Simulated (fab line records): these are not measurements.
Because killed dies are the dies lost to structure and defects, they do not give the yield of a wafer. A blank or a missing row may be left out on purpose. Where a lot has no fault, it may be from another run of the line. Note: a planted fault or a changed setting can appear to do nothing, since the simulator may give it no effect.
fab line records | flow nand-harc
record: lots: 24 wafers: 72 last-day: 33
route steps=1302 shown A_DECK1_JOINT@544 A_CHANNEL_HOLE_D2@571
lots with no fault: from the same line, run without faults
start-h: hours from the record's opening day to when the first of the lot's shown wafers began | wait-h: time in hours since the lot's previous step | " the same as in the row above | L1.1+2: several wafers, shown together as one row | - no value, or no start was given | * or withheld: withheld | < > ~ a bound
route shown NAME@n: NAME is a module with steps in the file, n the number in the route of the first one | usual: mean and standard deviation over wafers with no fault | same: alike in all rows | chamber/n: place in a boat | sites: the reading at each site | _std_site: their standard deviation | _edge_site: outer sites' mean less inner sites' | radius-mm: how far each site lies from the wafer's centre | mask NAME#n: copy n | behind: tool/chamber where the wafer was last shaped | hold: reason for holding the lot/hours on hold/outcome of the hold | device: names the non-switching transistor (n, p or np) | end of line: the same wafers' tests at the end of the route | a step given without rows: its recipe and nothing more | killed: the dies lost at the first sort to structure and to defects; this is not the yield of the wafer | map: per-die view of a wafer (x killed, . not killed, _ where there is no die)
set.NAME: the run value of the setting; set.NAME@STEP: its run value at that earlier step | model.NAME: the simulator's own value behind a step, which no gauge read
a sample of lots followed through the steps of the route, with each step as a table and each wafer as a row
services: from which hour (start-h, from the record's first day; less than 0 if before it) a tool's chamber was out of use, for how many hours, and why
== steps ==
step: NHARC_A_DECK1_JOINT_INSPECT_05
usual: raw-defect-count: 309/130
columns lot.wafer tool chamber start-h wait-h raw-defect-count
L074.1 defect-inspect-02 - 280.94 0.0 158
L074.5 " - " " 146
L074.6 " - " " 253
L075.1 defect-inspect-02 - 292.95 0.0 345
L075.5 " - " " 396
L075.6 " - " " 267
L076.3 defect-inspect-02 - 305.99 0.0 258
L076.5 " - " " 200
L076.6 " - " " 384
L077.1 defect-inspect-01 - 305.99 0.0 277
L077.4 " - " " 301
L077.6 " - " " 353
L079.1 defect-inspect-02 - 318.98 0.0 269
L079.2 " - " " 244
L079.5 " - " " 185
L078.1 defect-inspect-02 - 319.09 0.0 214
L078.4 " - " " 243
L078.5 " - " " 257
L080.2 defect-inspect-02 - 333.54 0.0 260
L080.3 " - " " 239
L080.4 " - " " 290
L081.3 defect-inspect-01 - 352.33 0.0 282
L081.4 " - " " 409
L081.6 " - " " 500
L082.4 defect-inspect-02 - 359.71 0.0 124
L082.5 " - " " 158
L082.6 " - " " 173
L083.1 defect-inspect-01 - 367.89 0.0 233
L083.2 " - " " 417
L083.5 " - " " 131
L084.2 defect-inspect-02 - 374.85 0.0 263
L084.3 " - " " 388
L084.6 " - " " 314
L085.4 defect-inspect-02 - 389.84 0.0 252
L085.5 " - " " 184
L085.6 " - " " 296
L087.3 defect-inspect-01 - 396.05 0.0 258
L087.4 " - " " 183
L087.5 " - " " 261
L086.3 defect-inspect-02 - 396.05 0.0 649
L086.5 " - " " 683
L086.6 " - " " 756
L088.2 defect-inspect-02 - 421.79 0.0 463
L088.4 " - " " 294
L088.5 " - " " 364
L089.1 defect-inspect-01 - 421.98 0.0 282
L089.4 " - " " 200
L089.6 " - " " 393
L091.1 defect-inspect-01 - 438.19 0.0 272
L091.3 " - " " 193
L091.6 " - " " 231
L090.3 defect-inspect-02 - 438.20 0.0 683
L090.5 " - " " 343
L090.6 " - " " 634
L092.3 defect-inspect-02 - 456.90 0.0 488
L092.4 " - " " 506
L092.6 " - " " 335
L093.1 defect-inspect-02 - 469.29 0.0 216
L093.2 " - " " 180
L093.3 " - " " 301
L095.1 defect-inspect-02 - 483.33 0.0 271
L095.2 " - " " 241
L095.4 " - " " 142
L094.4 defect-inspect-01 - 483.33 0.0 297
L094.5 " - " " 319
L094.6 " - " " 332
L097.4 defect-inspect-01 - 504.65 0.0 199
L097.5 " - " " 301
L097.6 " - " " 377
L096.3 defect-inspect-02 - 504.65 0.0 322
L096.4 " - " " 372
L096.5 " - " " 405
step: NHARC_A_CHANNEL_HOLE_D2_DEP_01
recipe: target-thk-a: 1400 target-thk-nm: 140 temp-c: 400 pressure-torr: 3.5 flow-sccm: 200 rf-w: 350 material: SiON
usual: chamber-pressure-Torr: 3.499/0.0085 heater-power-w: 716/120
columns lot.wafer tool chamber start-h wait-h chamber-pressure-Torr heater-power-w
L074.1 pecvd-03 0 298.35 1.6 3.500 936
L074.5 " 0 " " 3.503 942
L074.6 " 1 " " 3.488 758
L075.1 pecvd-04 1 312.09 1.6 3.508 671
L075.6 " 0 " " 3.492 807
L075.5 " 2 " " 3.511 664
L077.1 pecvd-02 1 325.84 1.6 3.487 726
L077.6 " 0 " " 3.487 657
L077.4 " 1 " " 3.489 737
L076.3 pecvd-03 2 326.21 1.0 3.495 566
L076.5 " 1 " " 3.496 700
L076.6 " 2 " " 3.497 558
L079.1 pecvd-02 2 336.95 1.6 3.490 674
L079.2 " 1 " " 3.494 795
L079.5 " 0 " " 3.506 645
L078.1 pecvd-02 0 337.18 1.8 3.496 647
L078.4 " 1 " " 3.484 720
L078.5 " 0 " " 3.505 657
L080.3 pecvd-03 2 348.88 1.0 3.475 483
L080.2 " 1 " " 3.503 793
L080.4 " 0 " " 3.505 1031
L081.4 pecvd-02 0 367.66 0.7 3.492 666
L081.3 " 2 " " 3.502 573
L081.6 " 0 " " 3.500 650
L082.4 pecvd-02 2 375.62 0.8 3.516 599
L082.5 " 0 " " 3.504 655
L082.6 " 2 " " 3.505 600
L083.2 pecvd-02 2 385.18 1.3 3.479 668
L083.1 " 0 " " 3.507 610
L083.5 " 1 " " 3.520 762
L084.3 pecvd-03 1 392.15 1.0 3.489 851
L084.2 " 0 " " 3.486 960
L084.6 " 1 " " 3.496 849
L085.6 pecvd-04 0 405.86 0.1 3.494 911
L085.4 " 1 " " 3.502 628
L085.5 " 2 " " 3.508 678
L086.3 pecvd-03 2 412.39 1.0 3.505 540
L086.5 " 1 " " 3.515 828
L086.6 " 2 " " 3.509 532
L087.3 pecvd-04 1 412.94 1.0 3.496 696
L087.5 " 1 " " 3.489 694
L087.4 " 0 " " 3.512 820
L089.1 pecvd-04 2 439.85 1.6 3.493 696
L089.6 " 1 " " 3.509 696
L089.4 " 0 " " 3.515 813
L088.2 pecvd-02 2 440.74 1.5 3.505 611
L088.5 " 0 " " 3.498 616
L088.4 " 2 " " 3.495 619
L091.3 pecvd-02 1 453.23 1.0 3.508 828
L091.1 " 2 " " 3.498 652
L091.6 " 1 " " 3.503 835
L090.3 pecvd-02 2 453.42 1.0 3.497 703
L090.6 " 2 " " 3.482 697
L090.5 " 0 " " 3.509 653
L092.3 pecvd-04 2 471.97 1.0 3.487 562
L092.6 " 0 " " 3.505 809
L092.4 " 2 " " 3.504 589
L093.3 pecvd-03 2 485.62 1.0 3.495 602
L093.1 " 0 " " 3.508 947
L093.2 " 1 " " 3.500 865
L094.4 pecvd-04 1 503.28 0.7 3.514 706
L094.6 " 2 " " 3.490 684
L094.5 " 0 " " 3.499 740
L095.2 pecvd-04 1 504.50 1.5 3.484 706
L095.1 " 0 " " 3.500 837
L095.4 " 0 " " 3.498 851
L096.3 pecvd-03 1 522.83 1.0 3.499 849
L096.4 " 2 " " 3.494 575
L096.5 " 0 " " 3.506 829
L097.6 pecvd-03 2 523.43 0.1 3.493 482
L097.5 " 0 " " 3.506 916
L097.4 " 1 " " 3.500 818
step: NHARC_A_CHANNEL_HOLE_D2_OVL_MEAS_11
usual: overlay-x-nm: -0.1/0.71 overlay-y-nm: 0.0/0.93
columns lot.wafer tool chamber start-h wait-h overlay-x-nm overlay-y-nm
L074.1 overlay-02 - 299.06 - -0.2 -0.4
L074.5 " - " " 0.0 -0.5
L074.6 " - " " -0.6 -0.5
L075.1 overlay-01 - 312.76 - 0.3 -1.5
L075.5 " - " " 0.9 -1.3
L075.6 " - " " 1.3 -1.1
L077.1 overlay-01 - 326.63 - 0.8 1.4
L077.4 " - " " 0.3 1.4
L077.6 " - " " 1.1 2.4
L076.3 overlay-02 - 327.00 - -0.4 0.3
L076.5 " - " " -0.7 0.8
L076.6 " - " " -0.5 0.2
L079.1 overlay-01 - 337.77 - 0.2 -0.1
L079.2 " - " " 0.1 0.1
L079.5 " - " " -0.2 -0.5
L078.1 overlay-02 - 337.92 - -0.7 1.1
L078.4 " - " " -0.3 0.9
L078.5 " - " " -0.2 1.2
L080.2 overlay-01 - 349.57 - -0.5 1.0
L080.3 " - " " -0.5 0.0
L080.4 " - " " -0.8 0.4
L081.3 overlay-01 - 368.35 - 1.6 -1.6
L081.4 " - " " 1.1 -1.1
L081.6 " - " " 0.9 -0.5
L082.4 overlay-01 - 376.39 - -0.3 -0.3
L082.5 " - " " -0.8 -1.3
L082.6 " - " " -0.6 -1.0
L083.1 overlay-01 - 385.99 - 0.3 -0.9
L083.2 " - " " 0.7 -1.1
L083.5 " - " " 0.8 -0.7
L084.2 overlay-01 - 392.84 - 0.4 1.6
L084.3 " - " " 0.3 1.4
L084.6 " - " " 0.0 1.6
L085.4 overlay-02 - 406.59 - -0.5 -0.6
L085.5 " - " " -0.2 -0.6
L085.6 " - " " -0.1 -0.3
L086.3 overlay-02 - 413.17 - 1.1 1.1
L086.5 " - " " 0.4 1.8
L086.6 " - " " 0.6 1.5
L087.3 overlay-02 - 413.75 - -0.9 -0.7
L087.4 " - " " -0.9 -0.7
L087.5 " - " " -1.2 -0.4
L089.1 overlay-02 - 440.64 - -0.2 1.4
L089.4 " - " " -0.1 1.5
L089.6 " - " " -0.3 1.1
L088.2 overlay-01 - 441.49 - -0.6 1.1
L088.4 " - " " -0.9 0.5
L088.5 " - " " -1.2 0.7
L091.1 overlay-02 - 453.88 - -0.2 -0.1
L091.3 " - " " 0.2 -0.1
L091.6 " - " " -0.2 -0.6
L090.3 overlay-02 - 454.23 - -0.4 -1.6
L090.5 " - " " -0.3 -1.3
L090.6 " - " " -0.3 -1.5
L092.3 overlay-02 - 472.72 - -1.1 -0.7
L092.4 " - " " -0.4 -0.2
L092.6 " - " " -0.3 0.1
L093.1 overlay-02 - 486.43 - 0.7 0.7
L093.2 " - " " 0.6 1.4
L093.3 " - " " 0.7 0.5
L094.4 overlay-01 - 504.01 - -1.0 0.8
L094.5 " - " " -0.7 0.3
L094.6 " - " " -0.4 0.5
L095.1 overlay-02 - 505.32 - -0.2 -1.2
L095.2 " - " " -0.3 -0.7
L095.4 " - " " 0.3 -0.8
L096.3 overlay-02 - 523.46 - -1.2 -0.6
L096.4 " - " " -0.8 -0.4
L096.5 " - " " -0.4 -0.5
L097.4 overlay-02 - 524.16 - -0.3 -0.7
L097.5 " - " " 0.0 -0.3
L097.6 " - " " -0.2 -0.2
step: NHARC_A_CHANNEL_HOLE_D2_ETCH_19
recipe: bias-v: 1200 source-w: 2500 pressure-mtorr: 15 time-s: 34.5 ar-flow-sccm: 375 c4f8-flow-sccm: 28.8 o2-flow-sccm: 96.2 temp-c: -20 target-depth-a: * chemistry: C4F8/O2/Ar
usual: bias-v: 1201/13 drypump-motor-current-A: 5.9/0.41 o2-flow-sccm: 96.11/0.3 showerhead-plenum-p-Torr: 3.71/0.18 throttle-valve-pct: 37.038/0.0085
columns lot.wafer tool chamber start-h wait-h bias-v drypump-motor-current-A o2-flow-sccm rf-hours-counter-h showerhead-plenum-p-Torr throttle-valve-pct
L074.1 har-etch-01 0 300.34 0.1 1217 5.2 95.86 156 3.74 37.038
L074.6 " 0 " " 1205 5.2 96.37 - 3.74 37.038
L074.5 " 1 " " 1193 6.2 96.22 - 3.60 37.055
L075.1 har-etch-02 0 314.04 0.1 1205 6.1 96.95 367 3.55 37.032
L075.6 " 0 " " 1197 6.1 96.46 - 3.55 37.036
L075.5 " 1 " " 1211 6.2 95.81 - 3.51 37.048
L077.1 har-etch-01 1 327.90 0.1 1200 6.2 96.51 168 3.59 37.042
L077.4 " 0 " " 1202 5.3 95.74 - 3.74 37.046
L077.6 " 1 " " 1212 6.2 96.22 - 3.59 37.038
L076.3 har-etch-02 1 329.91 1.7 1219 6.3 96.73 - 3.51 37.050
L076.6 " 1 " " 1198 6.3 96.03 - 3.51 37.041
L076.5 " 0 " " 1193 6.0 96.18 - 3.54 37.041
L079.2 har-etch-02 0 339.05 0.1 1187 6.0 96.06 383 3.54 37.049
L079.1 " 1 " " 1210 6.2 96.00 383 3.50 37.044
L079.5 " 1 " " 1203 6.3 95.52 - 3.50 37.036
L078.1 har-etch-01 1 340.02 0.9 1202 6.2 96.32 179 3.58 37.049
L078.4 " 0 " " 1191 5.3 96.31 - 3.73 37.031
L078.5 " 0 " " 1182 5.3 96.42 - 3.73 37.044
L080.2 har-etch-01 0 350.86 0.1 1217 5.2 96.42 187 3.72 37.034
L080.3 " 1 " " 1187 6.2 96.10 - 3.58 37.027
L080.4 " 0 " " 1197 5.3 96.25 - 3.72 37.034
L081.4 har-etch-02 0 369.66 0.1 1199 6.0 96.40 - 3.53 37.038
L081.3 " 1 " " 1187 6.3 96.02 - 3.49 37.029
L081.6 " 1 " " 1217 6.3 96.30 - 3.49 37.039
L082.4 har-etch-01 1 377.71 0.1 1196 6.2 96.22 - 3.57 37.033
L082.5 " 1 " " 1197 6.2 96.06 - 3.57 37.031
L082.6 " 0 " " 1203 5.3 95.64 - 3.72 37.030
L083.1 har-etch-01 1 387.27 0.1 1196 6.2 96.02 210 3.57 37.051
L083.2 " 0 " " 1191 5.3 96.23 210 3.71 37.037
L083.5 " 0 " " 1180 5.3 95.98 - 3.71 37.032
L084.2 har-etch-02 0 398.93 4.9 1200 6.1 95.82 4 3.98 37.020
L084.3 " 0 " " 1185 6.0 95.91 - 3.98 37.034
L084.6 " 0 " " 1200 6.1 96.13 - 3.98 37.037
L085.4 har-etch-01 1 408.13 0.1 1191 6.3 95.44 - 3.56 37.040
L085.5 " 0 " " 1214 5.3 96.12 - 3.71 37.037
L085.6 " 1 " " 1189 6.3 95.70 - 3.56 37.038
L086.3 har-etch-01 0 416.46 2.1 1207 5.3 96.63 - 3.70 37.047
L086.5 " 1 " " 1180 6.2 96.34 - 3.56 37.032
L086.6 " 0 " " 1201 5.3 95.94 - 3.70 37.033
L087.3 har-etch-02 1 418.62 3.7 1204 6.3 96.40 - 3.98 37.028
L087.4 " 0 " " 1214 6.1 95.83 - 3.98 37.033
L087.5 " 0 " " 1190 6.1 95.91 - 3.98 37.047
L089.1 har-etch-01 1 441.94 0.1 1214 6.3 96.68 240 3.55 37.026
L089.4 " 0 " " 1214 5.3 96.53 - 3.69 37.030
L089.6 " 0 " " 1203 5.3 95.74 - 3.69 37.029
L088.2 har-etch-02 0 442.99 0.1 1188 6.1 96.13 27 3.97 37.044
L088.4 " 1 " " 1192 6.2 96.21 - 3.97 37.043
L088.5 " 1 " " 1207 6.2 95.87 - 3.97 37.024
L091.1 har-etch-02 1 455.17 0.1 1222 6.2 96.01 31 3.97 37.028
L091.3 " 1 " " 1226 6.2 96.24 - 3.97 37.050
L091.6 " 1 " " 1224 6.2 95.93 - 3.97 37.045
L090.3 har-etch-01 1 455.56 0.1 1206 6.3 96.53 - 3.55 37.046
L090.6 " 0 " " 1207 5.3 95.93 - 3.69 37.046
L090.5 " 1 " " 1216 6.3 95.91 - 3.55 37.046
L092.3 har-etch-02 0 474.03 0.1 1205 6.0 96.11 - 3.96 37.016
L092.4 " 1 " " 1201 6.3 96.02 - 3.96 37.035
L092.6 " 0 " " 1203 6.0 96.11 - 3.96 37.050
L093.1 har-etch-01 1 488.89 1.2 1188 6.2 96.72 271 3.53 37.044
L093.2 " 0 " " 1194 5.3 96.15 271 3.68 37.037
L093.3 " 1 " " 1178 6.2 96.28 - 3.53 37.044
L094.4 har-etch-01 1 505.34 0.1 1199 6.3 95.76 - 3.53 37.025
L094.6 " 1 " " 1199 6.3 96.15 - 3.53 37.028
L094.5 " 0 " " 1223 5.3 96.40 - 3.67 37.038
L095.1 har-etch-02 0 508.39 1.9 1189 6.0 95.93 65 3.95 37.045
L095.2 " 1 " " 1189 6.2 95.66 65 3.95 37.046
L095.4 " 0 " " 1201 6.0 96.14 - 3.95 37.034
L096.3 har-etch-02 0 524.78 0.1 1197 6.1 96.04 - 3.94 37.036
L096.4 " 1 " " 1195 6.3 95.41 - 3.94 37.039
L096.5 " 0 " " 1203 6.0 96.06 - 3.94 37.039
L097.4 har-etch-01 0 527.75 2.4 1188 5.3 96.28 - 3.67 37.040
L097.6 " 0 " " 1191 5.3 96.08 - 3.67 37.040
L097.5 " 1 " " 1198 6.2 96.26 - 3.52 37.051
step: NHARC_A_CHANNEL_HOLE_D2_ETCH_27
recipe: bias-v: 400 source-w: 2000 pressure-mtorr: 25 time-s: 90 ar-flow-sccm: 375 c4f8-flow-sccm: 41.7 o2-flow-sccm: 83.3 temp-c: -20 target-depth-a: 4000 chemistry: C4F8/O2/Ar
usual: bias-v: 399/4.2 drypump-motor-current-A: 5.9/0.42 o2-flow-sccm: 83.27/0.22 showerhead-plenum-p-Torr: 3.71/0.17 throttle-valve-pct: 27.620/0.0093
columns lot.wafer tool chamber start-h wait-h bias-v drypump-motor-current-A o2-flow-sccm rf-hours-counter-h showerhead-plenum-p-Torr throttle-valve-pct
L074.1 har-etch-01 0 304.31 0.2 398 5.3 83.31 160 3.74 27.632
L074.6 " 0 " " 397 5.3 83.56 - 3.74 27.638
L074.5 " 1 " " 398 6.2 83.60 - 3.59 27.619
L075.1 har-etch-02 0 318.01 0.2 393 6.0 83.51 371 3.54 27.621
L075.6 " 0 " " 398 6.0 83.60 - 3.54 27.622
L075.5 " 1 " " 393 6.3 83.54 - 3.51 27.608
L077.1 har-etch-01 1 331.86 0.2 401 6.2 83.50 172 3.59 27.623
L077.4 " 0 " " 402 5.3 83.59 - 3.73 27.622
L077.6 " 1 " " 407 6.3 82.96 - 3.59 27.634
L076.3 har-etch-02 1 333.91 0.2 402 6.2 83.25 - 3.50 27.631
L076.6 " 1 " " 406 6.3 83.42 - 3.50 27.632
L076.5 " 0 " " 397 6.0 83.11 - 3.54 27.620
L079.2 har-etch-02 0 343.00 0.2 397 6.0 83.42 387 3.54 27.615
L079.1 " 1 " " 399 6.3 82.91 387 3.50 27.614
L079.5 " 1 " " 396 6.2 83.25 - 3.50 27.614
L078.1 har-etch-01 1 344.01 0.2 397 6.2 83.22 183 3.58 27.631
L078.4 " 0 " " 393 5.3 83.35 - 3.72 27.616
L078.5 " 0 " " 405 5.3 83.21 - 3.72 27.615
L080.2 har-etch-01 0 354.87 0.2 404 5.3 83.17 191 3.72 27.626
L080.3 " 1 " " 394 6.3 83.19 - 3.58 27.626
L080.4 " 0 " " 397 5.2 83.28 - 3.72 27.622
L081.4 har-etch-02 0 373.66 0.2 397 6.0 83.13 - 3.52 27.602
L081.3 " 1 " " 402 6.2 83.27 - 3.49 27.631
L081.6 " 1 " " 407 6.2 82.96 - 3.49 27.609
L082.4 har-etch-01 1 381.71 0.2 396 6.2 83.51 - 3.57 27.611
L082.5 " 1 " " 398 6.2 83.69 - 3.57 27.618
L082.6 " 0 " " 398 5.3 83.06 - 3.71 27.622
L083.1 har-etch-01 1 391.23 0.2 404 6.2 83.11 213 3.56 27.605
L083.2 " 0 " " 408 5.3 83.55 213 3.71 27.620
L083.5 " 0 " " 397 5.3 83.41 - 3.71 27.613
L084.2 har-etch-02 0 402.91 0.2 397 6.0 82.78 8 3.98 27.625
L084.3 " 0 " " 406 6.0 83.14 - 3.98 27.620
L084.6 " 0 " " 402 6.0 83.46 - 3.98 27.616
L085.4 har-etch-01 1 412.15 0.2 403 6.3 83.40 - 3.56 27.600
L085.5 " 0 " " 408 5.3 83.32 - 3.70 27.626
L085.6 " 1 " " 407 6.3 83.46 - 3.56 27.631
L086.3 har-etch-01 0 420.49 0.2 401 5.3 83.05 - 3.70 27.628
L086.5 " 1 " " 401 6.2 83.27 - 3.55 27.618
L086.6 " 0 " " 402 5.3 83.34 - 3.70 27.619
L087.3 har-etch-02 1 422.65 0.2 399 6.3 82.98 - 3.97 27.614
L087.4 " 0 " " 393 6.0 82.77 - 3.97 27.623
L087.5 " 0 " " 398 6.0 83.17 - 3.97 27.616
L089.1 har-etch-01 1 445.94 0.2 392 6.3 83.05 244 3.55 27.612
L089.4 " 0 " " 396 5.3 83.78 - 3.69 27.616
L089.6 " 0 " " 394 5.3 83.67 - 3.69 27.626
L088.2 har-etch-02 0 447.02 0.2 396 6.0 83.09 31 3.96 27.633
L088.4 " 1 " " 396 6.3 83.60 - 3.96 27.613
L088.5 " 1 " " 401 6.3 82.91 - 3.96 27.612
L091.1 har-etch-02 1 459.15 0.2 407 6.3 83.16 35 3.96 27.626
L091.3 " 1 " " 401 6.3 83.28 - 3.96 27.615
L091.6 " 1 " " 405 6.3 83.39 - 3.96 27.626
L090.3 har-etch-01 1 459.60 0.2 400 6.2 83.13 - 3.54 27.611
L090.6 " 0 " " 394 5.3 83.32 - 3.69 27.602
L090.5 " 1 " " 399 6.2 82.95 - 3.54 27.626
L092.3 har-etch-02 0 478.01 0.2 404 6.0 83.18 - 3.95 27.622
L092.4 " 1 " " 397 6.3 83.21 - 3.95 27.620
L092.6 " 0 " " 402 6.0 83.31 - 3.95 27.632
L093.1 har-etch-01 1 492.86 0.2 388 6.3 83.39 275 3.53 27.614
L093.2 " 0 " " 393 5.2 83.08 275 3.67 27.622
L093.3 " 1 " " 403 6.2 82.82 - 3.53 27.621
L094.4 har-etch-01 1 509.35 0.2 393 6.3 83.59 - 3.53 27.614
L094.6 " 1 " " 395 6.2 83.28 - 3.53 27.616
L094.5 " 0 " " 394 5.3 83.38 - 3.67 27.624
L095.1 har-etch-02 0 512.39 0.2 396 6.0 83.42 69 3.94 27.633
L095.2 " 1 " " 396 6.3 83.10 69 3.94 27.626
L095.4 " 0 " " 396 6.0 83.23 - 3.94 27.621
L096.3 har-etch-02 0 528.77 0.2 399 6.0 83.10 - 3.94 27.626
L096.4 " 1 " " 395 6.3 83.10 - 3.94 27.623
L096.5 " 0 " " 403 6.0 83.33 - 3.94 27.617
L097.4 har-etch-01 0 531.74 0.2 404 5.2 83.23 - 3.66 27.623
L097.6 " 0 " " 403 5.3 83.31 - 3.66 27.612
L097.5 " 1 " " 397 6.2 83.07 - 3.52 27.633
step: NHARC_A_CHANNEL_HOLE_D2_INSPECT_40
usual: raw-defect-count: 275/94
columns lot.wafer tool chamber start-h wait-h raw-defect-count
L074.1 defect-inspect-02 - 306.05 - 167
L074.5 " - " " 126
L074.6 " - " " 208
L075.1 defect-inspect-01 - 319.75 - 395
L075.5 " - " " 396
L075.6 " - " " 314
L077.1 defect-inspect-01 - 333.58 - 224
L077.4 " - " " 261
L077.6 " - " " 284
L076.3 defect-inspect-01 - 335.58 - 280
L076.5 " - " " 226
L076.6 " - " " 367
L079.1 defect-inspect-01 - 344.73 - 252
L079.2 " - " " 285
L079.5 " - " " 234
L078.1 defect-inspect-02 - 345.73 - 197
L078.4 " - " " 204
L078.5 " - " " 199
L080.2 defect-inspect-01 - 356.57 - 265
L080.3 " - " " 241
L080.4 " - " " 285
L081.3 defect-inspect-02 - 375.34 - 241
L081.4 " - " " 339
L081.6 " - " " 364
L082.4 defect-inspect-02 - 383.39 - 129
L082.5 " - " " 140
L082.6 " - " " 173
L083.1 defect-inspect-02 - 392.95 - 195
L083.2 " - " " 313
L083.5 " - " " 124
L084.2 defect-inspect-02 - 404.64 - 223
L084.3 " - " " 313
L084.6 " - " " 263
L085.4 defect-inspect-01 - 413.78 - 241
L085.5 " - " " 219
L085.6 " - " " 307
L086.3 defect-inspect-02 - 422.13 - 494
L086.5 " - " " 483
L086.6 " - " " 550
L087.3 defect-inspect-02 - 424.34 - 235
L087.4 " - " " 208
L087.5 " - " " 241
L089.1 defect-inspect-02 - 447.63 - 208
L089.4 " - " " 174
L089.6 " - " " 263
L088.2 defect-inspect-01 - 448.71 - 355
L088.4 " - " " 270
L088.5 " - " " 329
L091.1 defect-inspect-01 - 460.84 - 235
L091.3 " - " " 175
L091.6 " - " " 203
L090.3 defect-inspect-01 - 461.24 - 595
L090.5 " - " " 327
L090.6 " - " " 528
L092.3 defect-inspect-01 - 479.68 - 413
L092.4 " - " " 425
L092.6 " - " " 310
L093.1 defect-inspect-02 - 494.74 - 243
L093.2 " - " " 199
L093.3 " - " " 252
L094.4 defect-inspect-02 - 511.03 - 265
L094.5 " - " " 249
L094.6 " - " " 276
L095.1 defect-inspect-02 - 514.12 - 216
L095.2 " - " " 216
L095.4 " - " " 147
L096.3 defect-inspect-01 - 530.43 - 303
L096.4 " - " " 285
L096.5 " - " " 369
L097.4 defect-inspect-02 - 533.41 - 199
L097.5 " - " " 273
L097.6 " - " " 317
== services ==
columns tool chamber start-h hours kind
pecvd-04 - 308.10 0.3 repair
pecvd-03 - 339.29 1.7 repair
pecvd-02 1 349.80 28.0 repair
pecvd-03 - 366.01 13.0 pm
pecvd-03 0 366.01 13.0 vent-cycle
har-etch-02 - 377.75 17.0 pm
har-etch-02 0 377.75 17.0 vent-cycle
har-etch-02 1 377.75 17.0 vent-cycle
har-etch-02 0 394.75 - clean
har-etch-02 0 394.75 - consumable-replace:focus-ring
har-etch-02 0 394.75 - consumable-replace:showerhead
har-etch-02 1 394.75 - clean
har-etch-02 1 394.75 - consumable-replace:focus-ring
har-etch-02 1 394.75 - consumable-replace:showerhead
pecvd-02 - 408.47 13.0 pm
pecvd-02 0 408.47 13.0 vent-cycle
pecvd-02 1 408.47 13.0 vent-cycle
pecvd-02 2 408.47 13.0 vent-cycle
pecvd-02 0 421.47 - clean
pecvd-02 1 421.47 - clean
pecvd-02 2 421.47 - clean
pecvd-04 - 450.00 13.0 pm
pecvd-04 - 517.48 0.6 repair
pecvd-02 1 523.37 14.6 repair
== key ==
fault none
